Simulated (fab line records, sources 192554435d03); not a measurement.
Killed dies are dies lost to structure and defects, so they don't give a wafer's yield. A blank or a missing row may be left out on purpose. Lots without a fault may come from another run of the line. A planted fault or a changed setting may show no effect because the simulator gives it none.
Split-lot experiment | flow n5_finfet | 7 lots, 39 wafers read, on a route of 1938 steps

THE SPLIT
At N5_SD_EPI_N_EPI_21 (deposits Si:P, time 690 s), the setting pressure_torr was moved away from the recipe's 255 Torr on 30 of the 39 wafers read, by -16.9% to +18.0%. The other wafers ran this setting at the recipe's value.

FROM THE SPLIT TO THE READING: what the file shows between them, 6 steps
- N5_SD_EPI_N_EPI_MEAS_23
- N5_SD_EPI_N_PRECLEAN_24: cleans in O3/DIW, time 60 s
- N5_SD_EPI_N_SRD_25: time 30 s
- N5_SD_EPI_N_PRECLEAN_49: cleans in NF3:NH3, afs cycles 1, time 20 s, sublimation time 60 s
- N5_SD_ACTIVATION_RTA_00: time 0 s
- N5_SD_ACTIVATION_LSA_01: time 0.0008 s

THE READING
RS_SD_N, in ohm/sq, at N5_SD_ACTIVATION_RS_MEAS_03 (measures by four-point-probe). Fault-free wafers of this fab line usually give 21.92 ohm/sq, standard deviation 0.25 ohm/sq.

wafer  | tool, chamber at the split | pressure_torr as run, Torr | against the recipe | RS_SD_N, ohm/sq | against lot-mates on the recipe
L079.1 | epi_rpcvd-04, 0            | 300.8                      | +18.0%             | 20.47           | no lot-mate on the recipe
L079.2 | epi_rpcvd-04, 0            | 300.8                      | +18.0%             | 20.20           | no lot-mate on the recipe
L079.3 | epi_rpcvd-04, 0            | 300.8                      | +18.0%             | 20.00           | no lot-mate on the recipe
L079.4 | epi_rpcvd-04, 0            | 300.8                      | +18.0%             | 20.14           | no lot-mate on the recipe
L079.5 | epi_rpcvd-04, 0            | 300.8                      | +18.0%             | 20.24           | no lot-mate on the recipe
L079.6 | epi_rpcvd-04, 0            | 300.8                      | +18.0%             | 20.42           | no lot-mate on the recipe
L081.3 | epi_rpcvd-01, 0            | 255                        | recipe             | 21.86           | -
L081.5 | epi_rpcvd-01, 0            | 255                        | recipe             | 22.16           | -
L081.6 | epi_rpcvd-01, 0            | 255                        | recipe             | 21.92           | -
L086.1 | epi_rpcvd-02, 0            | 222.2                      | -12.9%             | 23.04           | no lot-mate on the recipe
L086.2 | epi_rpcvd-02, 0            | 222.2                      | -12.9%             | 23.62           | no lot-mate on the recipe
L086.3 | epi_rpcvd-02, 0            | 222.2                      | -12.9%             | 23.33           | no lot-mate on the recipe
L086.4 | epi_rpcvd-02, 0            | 222.2                      | -12.9%             | 23.03           | no lot-mate on the recipe
L086.5 | epi_rpcvd-02, 0            | 222.2                      | -12.9%             | 22.95           | no lot-mate on the recipe
L086.6 | epi_rpcvd-02, 0            | 222.2                      | -12.9%             | 23.17           | no lot-mate on the recipe
L090.1 | epi_rpcvd-04, 0            | 255                        | recipe             | 22.11           | -
L090.2 | epi_rpcvd-04, 0            | 255                        | recipe             | 21.72           | -
L090.3 | epi_rpcvd-04, 0            | 255                        | recipe             | 21.52           | -
L090.4 | epi_rpcvd-04, 0            | 255                        | recipe             | 21.95           | -
L090.5 | epi_rpcvd-04, 0            | 255                        | recipe             | 21.93           | -
L090.6 | epi_rpcvd-04, 0            | 255                        | recipe             | 22.00           | -
L095.1 | epi_rpcvd-02, 0            | 299.3                      | +17.4%             | 20.14           | no lot-mate on the recipe
L095.2 | epi_rpcvd-02, 0            | 299.3                      | +17.4%             | 20.24           | no lot-mate on the recipe
L095.3 | epi_rpcvd-02, 0            | 299.3                      | +17.4%             | 20.07           | no lot-mate on the recipe
L095.4 | epi_rpcvd-02, 0            | 299.3                      | +17.4%             | 20.00           | no lot-mate on the recipe
L095.5 | epi_rpcvd-02, 0            | 299.3                      | +17.4%             | 20.22           | no lot-mate on the recipe
L095.6 | epi_rpcvd-02, 0            | 299.3                      | +17.4%             | 20.08           | no lot-mate on the recipe
L096.1 | epi_rpcvd-02, 0            | 225.6                      | -11.5%             | 23.34           | no lot-mate on the recipe
L096.2 | epi_rpcvd-02, 0            | 225.6                      | -11.5%             | 23.20           | no lot-mate on the recipe
L096.3 | epi_rpcvd-02, 0            | 225.6                      | -11.5%             | 23.46           | no lot-mate on the recipe
L096.4 | epi_rpcvd-02, 0            | 225.6                      | -11.5%             | 23.46           | no lot-mate on the recipe
L096.5 | epi_rpcvd-02, 0            | 225.6                      | -11.5%             | 23.36           | no lot-mate on the recipe
L096.6 | epi_rpcvd-02, 0            | 225.6                      | -11.5%             | 23.55           | no lot-mate on the recipe
L097.1 | epi_rpcvd-02, 0            | 211.9                      | -16.9%             | 23.69           | no lot-mate on the recipe
L097.2 | epi_rpcvd-02, 0            | 211.9                      | -16.9%             | 23.59           | no lot-mate on the recipe
L097.3 | epi_rpcvd-02, 0            | 211.9                      | -16.9%             | 23.71           | no lot-mate on the recipe
L097.4 | epi_rpcvd-02, 0            | 211.9                      | -16.9%             | 23.19           | no lot-mate on the recipe
L097.5 | epi_rpcvd-02, 0            | 211.9                      | -16.9%             | 23.45           | no lot-mate on the recipe
L097.6 | epi_rpcvd-02, 0            | 211.9                      | -16.9%             | 23.75           | no lot-mate on the recipe

THE FIT
A straight line over all 39 wafers: RS_SD_N changes by -0.101 ohm/sq for each +1% of pressure_torr; r = -0.99; the points scatter about the line by 0.22 ohm/sq.
Too few moved wafers have a lot-mate on the recipe to fit a line with each lot's own level taken away.

THE WHOLE CHAIN: every reading that the file lists as answering this split, in the file's order
step                        | what it does                 | reading                                                                         | change (the file's fit)               | r (the file's)
N5_SD_EPI_N_EPI_21          | deposits Si:P, time 690 s    | Si-P_of_SD_EPI_N_EPI_21.thk_nm (the simulator's own value, which no gauge read) | +0.226 nm for each +1% of the setting | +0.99
N5_SD_EPI_N_EPI_MEAS_23     |                              | thk_nm                                                                          | withheld for each +1% of the setting  | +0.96
N5_SD_EPI_N_PRECLEAN_24     | cleans in O3/DIW, time 60 s  | Si-P_of_SD_EPI_N_EPI_21.thk_nm (the simulator's own value, which no gauge read) | +0.224 nm for each +1% of the setting | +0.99
N5_SD_ACTIVATION_RS_MEAS_03 | measures by four-point-probe | RS_SD_N                                                                         | -0.101 for each +1% of the setting    | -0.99

THE FILE'S OWN FIT
RS_SD_N changes by -0.101 ohm/sq for each +1% of pressure_torr, r = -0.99.
